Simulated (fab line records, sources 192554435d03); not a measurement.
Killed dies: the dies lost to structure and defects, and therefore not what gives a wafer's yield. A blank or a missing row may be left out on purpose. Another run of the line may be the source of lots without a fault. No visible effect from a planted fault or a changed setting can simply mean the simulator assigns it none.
Chamber matching -- flow n5Finfet -- N5_BEOL_M3_CO_CAP_55 on cvdCo-01 has 3 sister chambers
The step material Co, precursor CCTBA/H2, target thk 2 nm, time 102.1 s. 22 wafers are shown with their chamber, then 11 later ones without.

WAFERS WITH THEIR CHAMBER
wafer,chamber,heaterPowerW (W)
L075.4,2,179
L075.5,1,261
L075.6,0,254
L079.1,0,258
L079.3,1,253
L079.6,1,250
L081.2,1,256
L081.3,0,255
L081.5,1,257
L082.3,2,185
L082.4,2,189
L082.5,1,261
L084.2,0,260
L084.3,2,183
L084.6,1,256
L087.1,1,260
L087.5,1,265
L087.6,0,263
L089.1,2,184
L089.4,1,251
L089.5,0,256
L091.2,2,180

SIGNATURES (averages over the wafers above)
reading,chamber 0,chamber 1,chamber 2,scatter within a chamber
heaterPowerW,257.67,257.00,183.33,4.17
Rule: for each reading, subtract the chamber's mean from the wafer's reading, divide by that reading's scatter and square the result; add these up over the readings and take the root, which gives the wafer's distance from the chamber. If the next closest chamber is less than 2 further off than the closest, the wafer can't be placed; otherwise it belongs to the closest. How the scatter is found: for the shown wafers, subtract from each reading the mean of its chamber, square and add these, divide the total by (wafers less chambers), then take the root.

WAFERS WHOSE CHAMBER IS MISSING
wafer,heaterPowerW (W)
L091.3,257
L091.6,255
L092.1,258
L092.2,185
L092.3,263
L093.3,184
L093.4,185
L093.6,251
L096.2,187
L096.4,255
L096.6,264

THE CHAMBER EACH PASSED THROUGH
wafer,from the rows above,in truth
L091.3,can't be placed: 1 or 0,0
L091.6,can't be placed: 1 or 0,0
L092.1,can't be placed: 0 or 1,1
L092.2,2,2
L092.3,can't be placed: 0 or 1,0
L093.3,2,2
L093.4,2,2
L093.6,can't be placed: 1 or 0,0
L096.2,2,2
L096.4,can't be placed: 1 or 0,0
L096.6,can't be placed: 0 or 1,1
Placed correctly: 4 of 11. Cannot be placed on the basis of these rows: 7; the candidates contain the true chamber in 7. Wrongly placed: 0.
